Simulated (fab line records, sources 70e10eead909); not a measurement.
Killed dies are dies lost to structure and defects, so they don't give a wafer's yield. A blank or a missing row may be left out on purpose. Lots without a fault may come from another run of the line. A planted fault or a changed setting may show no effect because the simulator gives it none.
Which tool did it? | flow nand_harc | 13 lots, 39 wafers sampled, at 5 steps of a route of 1159

WHAT THE GAUGES READ, wafer by wafer
NHARC_P_M2_CD_MEAS_09: target cd 170 nm. Usual: cd_nm 169.7 nm, standard deviation 0.88.
lot  | measured     | on        | cd_nm (nm)        | flag
L435 | day 6 20:23  | cd_sem-01 | 171.3 170.8 170.1 |
L437 | day 6 22:52  | cd_sem-03 | 170.2 169.6 169.8 |
L438 | day 7 05:23  | cd_sem-02 | 169.3 169.0 168.5 |
L439 | day 7 06:16  | cd_sem-03 | 169.7 170.5 171.2 |
L441 | day 8 04:11  | cd_sem-02 | 171.2 171.2 170.8 |
L443 | day 8 08:45  | cd_sem-03 | 169.6 168.9 170.6 |
L444 | day 8 15:17  | cd_sem-02 | 170.9 169.7 170.4 |
L452 | day 10 14:49 | cd_sem-01 | 169.1 169.5 169.2 |
L453 | day 10 21:03 | cd_sem-02 | 168.9 169.9 168.7 |
L454 | day 11 06:17 | cd_sem-03 | 168.1 168.9 169.0 |
L455 | day 11 12:25 | cd_sem-02 | 170.7 170.4 170.9 |
L456 | day 11 13:01 | cd_sem-01 | 171.1 169.5 170.2 |
L457 | day 11 16:53 | cd_sem-02 | 169.4 168.6 168.7 |

NHARC_P_M2_OVL_MEAS_10: pitch 340 nm. Usual: overlay_x_nm -0.1 nm, standard deviation 0.86; overlay_y_nm -0.2 nm, standard deviation 0.85.
lot  | measured     | on         | overlay_x_nm (nm) | overlay_y_nm (nm) | flag
L435 | day 6 20:28  | overlay-01 | 0.1 -0.5 -0.7     | -0.5 0.1 -0.6     |
L437 | day 6 22:56  | overlay-01 | -0.9 -0.8 -0.7    | -0.7 -0.5 -1.4    |
L438 | day 7 05:29  | overlay-01 | -0.2 -0.9 -1.1    | -0.1 -0.1 -0.5    |
L439 | day 7 06:21  | overlay-02 | -0.5 -0.6 -0.3    | -0.8 -0.5 -0.5    |
L441 | day 8 04:16  | overlay-01 | 0.0 0.1 -0.3      | -0.7 -0.6 -0.4    |
L443 | day 8 08:50  | overlay-01 | -1.2 -1.5 -1.4    | 1.7 1.9 2.1       |
L444 | day 8 15:23  | overlay-02 | 0.9 1.0 1.1       | 0.2 0.4 -0.1      |
L452 | day 10 14:55 | overlay-02 | -0.2 0.1 0.2      | 0.5 0.5 0.5       |
L453 | day 10 21:08 | overlay-01 | 1.0 1.2 0.8       | -0.7 -0.2 -1.2    |
L454 | day 11 06:23 | overlay-01 | 1.2 1.6 2.2       | 0.4 0.1 0.3       |
L455 | day 11 12:30 | overlay-01 | -0.8 -0.5 -0.5    | -2.1 -1.8 -1.5    |
L456 | day 11 13:07 | overlay-01 | 1.1 0.9 0.9       | 1.3 1.2 0.9       |
L457 | day 11 16:58 | overlay-02 | 0.9 1.2 0.6       | -0.7 -1.5 -1.3    |

NHARC_END_SORT_01. Usual: defect_limited_yield 95.4 %, standard deviation 1.8; killed_at_array 28, standard deviation 11; killed_at_other 0.7, standard deviation 0.88; killed_at_periphery 3.1, standard deviation 2.2; killed_dies 31, standard deviation 12; killed_open 3.3, standard deviation 2; killed_short 2.0, standard deviation 1.6; sort_bin_2_pct 1.5 %, standard deviation 0.73; sort_bin_3_pct 0.27 %, standard deviation 0.22; sort_bin_4_pct 2.9 %, standard deviation 1.1; sort_n_pass 646, standard deviation 12; sort_rim_yield_pct 93 %, standard deviation 3.9; sort_yield_pct 95.4 %, standard deviation 1.8.
lot  | measured     | on        | defect_limited_yield (%) | killed_at_array | killed_at_other | killed_at_periphery | killed_dies | killed_open | killed_short | sort_bin_2_pct (%) | sort_bin_3_pct (%) | sort_bin_4_pct (%) | sort_n_pass | sort_rim_yield_pct (%) | sort_yield_pct (%) | flag
L435 | day 19 19:25 | prober-01 | 95.9 95.6 96.2           | 23 24 19        | 1 2 1           | 4 4 6               | 28 30 26    | 3 4 0       | 1 4 1        | 0.7 1.6 1.3        | 0.15 0.44 0.15     | 3.2 2.4 2.4        | 649 647 651 | 96 92 94               | 95.9 95.6 96.2     |
L437 | day 20 03:09 | prober-02 | 98.1 97.0 95.7           | 12 16 26        | 0 0 0           | 1 4 3               | 13 20 29    | 1 4 4       | 0 1 6        | 0.1 0.7 1.3        | 0.15 0 0.44        | 1.6 2.2 2.5        | 664 657 648 | 97 96 95               | 98.1 97.0 95.7     |
L438 | day 20 11:52 | prober-02 | 97.8 98.4 98.1           | 13 9 11         | 2 1 0           | 0 1 2               | 15 11 13    | 3 1 1       | 3 0 2        | 1.0 0.4 0.3        | 0.15 0 0           | 1.0 1.2 1.6        | 662 666 664 | 96 99 99               | 97.8 98.4 98.1     |
L439 | day 20 10:55 | prober-01 | 96.9 96.8 96.0           | 16 18 24        | 1 0 0           | 4 4 3               | 21 22 27    | 5 5 3       | 1 2 1        | 1.0 0.7 0.3        | 0.15 0.30 0.30     | 1.9 2.2 3.4        | 656 655 650 | 97 95 95               | 96.9 96.8 96.0     |
L441 | day 21 08:29 | prober-01 | 94.4 94.7 95.6           | 33 32 28        | 0 1 0           | 5 3 2               | 38 36 30    | 4 5 1       | 4 1 1        | 2.5 2.1 0.7        | 0.15 0.44 0.15     | 3.0 2.8 3.5        | 639 641 647 | 91 93 89               | 94.4 94.7 95.6     |
L443 | day 21 20:15 | prober-02 | 96.6 97.5 97.8           | 20 14 14        | 1 2 1           | 2 1 0               | 23 17 15    | 2 2 1       | 6 6 0        | 1.5 1.2 0.4        | 0.44 0.15 0.15     | 1.5 1.2 1.6        | 654 660 662 | 95 99 100              | 96.6 97.5 97.8     |
L444 | day 22 02:26 | prober-02 | 93.1 94.8 93.8           | 44 33 40        | 1 1 0           | 2 1 2               | 47 35 42    | 5 1 3       | 1 1 0        | 1.8 1.6 2.7        | 0.59 0.44 0.30     | 4.6 3.1 3.2        | 630 642 635 | 90 93 89               | 93.1 94.8 93.8     |
L452 | day 24 18:03 | prober-02 | 94.4 93.9 93.9           | 11 12 13        | 0 0 0           | 27 29 28            | 38 41 41    | 4 7 4       | 3 1 1        | 3.7 4.7 4.4        | 0 0 0              | 1.9 1.3 1.6        | 639 636 636 | 94 96 99               | 94.4 93.9 93.9     | OFF
L453 | day 25 10:31 | prober-01 | 91.7 92.2 91.1           | 24 30 30        | 0 0 0           | 32 23 30            | 56 53 60    | 1 5 9       | 4 1 0        | 6.6 4.6 5.3        | 0.30 0.59 0.44     | 1.3 2.7 3.1        | 621 624 617 | 75 77 75               | 91.7 92.2 91.1     | OFF
L454 | day 25 01:49 | prober-02 | 90.4 89.8 88.6           | 44 41 54        | 1 0 0           | 20 28 23            | 65 69 77    | 2 7 1       | 1 0 1        | 5.5 4.6 5.5        | 0.30 0.59 0.44     | 3.8 5.0 5.5        | 612 608 600 | 81 76 72               | 90.4 89.8 88.6     | OFF
L455 | day 25 10:22 | prober-02 | 92.3 92.8 93.8           | 43 42 39        | 0 0 0           | 9 7 3               | 52 49 42    | 2 8 8       | 1 2 1        | 1.8 2.4 2.1        | 0.44 0.44 0.30     | 5.5 4.4 3.8        | 625 628 635 | 86 83 82               | 92.3 92.8 93.8     |
L456 | day 25 01:59 | prober-01 | 93.9 92.9 93.6           | 34 38 37        | 0 0 0           | 7 10 6              | 41 48 43    | 3 6 6       | 3 1 2        | 2.1 2.7 1.6        | 0.59 0 0.59        | 3.4 4.4 4.1        | 636 629 634 | 93 93 95               | 93.9 92.9 93.6     |
L457 | day 25 18:10 | prober-02 | 95.0 94.4 95.3           | 32 36 30        | 0 1 0           | 2 1 2               | 34 38 32    | 1 2 1       | 1 2 1        | 1.5 1.8 1.5        | 0.30 0.44 0        | 3.2 3.4 3.2        | 643 639 645 | 93 94 96               | 95.0 94.4 95.3     |

WHICH TOOL RAN EACH LOT (tool, then ch and the chambers of the sampled wafers, then the start)
lot  | NHARC_P_M2_ANNEAL_31             | NHARC_P_BONDPAD_CMP_32
L435 | rtp_anneal-02 ch 0, day 6 22:20  | cmp-04 ch 0,1,2, day 7 00:05
L437 | rtp_anneal-01 ch 0, day 7 01:12  | cmp-04 ch 1,2,3, day 7 02:59
L438 | rtp_anneal-02 ch 0, day 7 07:25  | cmp-04 ch 0,1,3, day 7 09:13
L439 | rtp_anneal-02 ch 0, day 7 08:13  | cmp-01 ch 0,1, day 7 10:02
L441 | rtp_anneal-02 ch 0, day 8 06:11  | cmp-03 ch 0,1,2, day 8 08:09
L443 | rtp_anneal-01 ch 0, day 8 10:47  | cmp-03 ch 0,2, day 8 12:40
L444 | rtp_anneal-02 ch 0, day 8 17:19  | cmp-03 ch 0,1,3, day 8 19:10
L452 | rtp_anneal-02, day 10 16:58      | cmp-01 ch 0,1, day 10 19:01
L453 | rtp_anneal-01, day 10 23:07      | cmp-04 ch 0,2, day 11 00:51
L454 | rtp_anneal-01, day 11 08:15      | cmp-03 ch 1,3, day 11 10:04
L455 | rtp_anneal-02 ch 0, day 11 15:20 | cmp-01 ch 1,3, day 11 17:14
L456 | rtp_anneal-01 ch 0, day 11 15:24 | cmp-04 ch 0,3, day 11 17:31
L457 | rtp_anneal-02 ch 0, day 11 19:22 | cmp-03 ch 1,2,3, day 11 21:07
- NHARC_P_M2_ANNEAL_31: time 90 s.
- NHARC_P_BONDPAD_CMP_32: polishes SiCN, target thk 200 nm.

WHAT THE TOOLS THEMSELVES READ (means of the sampled wafers that have a number; where no wafer has one, the mark that the record gives instead)
NHARC_P_M2_ANNEAL_31. Usual: anneal_temp_c 225.00 C, standard deviation 0.17; anneal_temp_c_max 226.5, standard deviation 0.44; wafer_temp_C_max 226.0, standard deviation 0.33.
lot  | tool          | anneal_temp_c (C) | anneal_temp_c_max | wafer_temp_C_max | flag
L435 | rtp_anneal-02 | 224.96            | 226.8             | 225.8            |
L437 | rtp_anneal-01 | 225.12            | 226.3             | 226.3            |
L438 | rtp_anneal-02 | 224.91            | 226.8             | 226.1            |
L439 | rtp_anneal-02 | 224.93            | 226.7             | 226.0            |
L441 | rtp_anneal-02 | 225.00            | 226.6             | 225.9            |
L443 | rtp_anneal-01 | 225.12            | 226.2             | 226.2            |
L444 | rtp_anneal-02 | 225.06            | 226.8             | 226.0            |
L452 | rtp_anneal-02 | -                 | -                 | -                | OFF
L453 | rtp_anneal-01 | -                 | -                 | -                | OFF
L454 | rtp_anneal-01 | -                 | -                 | -                | OFF
L455 | rtp_anneal-02 | 224.99            | 226.9             | 225.8            |
L456 | rtp_anneal-01 | 225.22            | 226.2             | 226.1            |
L457 | rtp_anneal-02 | 224.97            | 226.3             | 225.7            |

NHARC_P_BONDPAD_CMP_32. Usual: motor_current_A 12.5 A, standard deviation 1.3; slurry_flow_ml_min 150.0, standard deviation 0.48.
lot  | tool   | motor_current_A (A) | slurry_flow_ml_min | flag
L435 | cmp-04 | 12.1                | 149.7              |
L437 | cmp-04 | 12.8                | 150.0              |
L438 | cmp-04 | 12.6                | 149.8              |
L439 | cmp-01 | 12.4                | 150.4              |
L441 | cmp-03 | 13.8                | 150.3              |
L443 | cmp-03 | 14.4                | 150.3              |
L444 | cmp-03 | 12.3                | 150.3              |
L452 | cmp-01 | 11.4                | 149.8              |
L453 | cmp-04 | 12.2                | 150.1              |
L454 | cmp-03 | 10.6                | 149.9              |
L455 | cmp-01 | 11.2                | 150.3              |
L456 | cmp-04 | 13.3                | 149.9              |
L457 | cmp-03 | 12.3                | 150.2              |

THE ANSWER, worked out from the rows above alone
Rule: a lot is off if the mean of its wafers that have a number lies more than 3 standard deviations from the usual mean. A lot without any number at a reading at which 4 lots or more have one is off too. The other lots that the step has rows for count as sound. The gauges are gone through in route order, then the tools' own readings, and for those a lot's mean is taken as printed above. The first step at which some lot is off is used, and at that step the reading that is off furthest; a lot without a number counts as furthest.
Off: L452, L453, L454, at NHARC_END_SORT_01 (killed_at_periphery).
A tool fits if, at a process step before that reading, it ran every lot that is off, and no sound lot after the first of them. The gauges at NHARC_END_SORT_01 aren't tried: what is off there is off at NHARC_P_M2_ANNEAL_31 too, on other tools, and a gauge's error can't cause that. None of those tried fits.

WHAT THE SIMULATOR HAD PUT IN
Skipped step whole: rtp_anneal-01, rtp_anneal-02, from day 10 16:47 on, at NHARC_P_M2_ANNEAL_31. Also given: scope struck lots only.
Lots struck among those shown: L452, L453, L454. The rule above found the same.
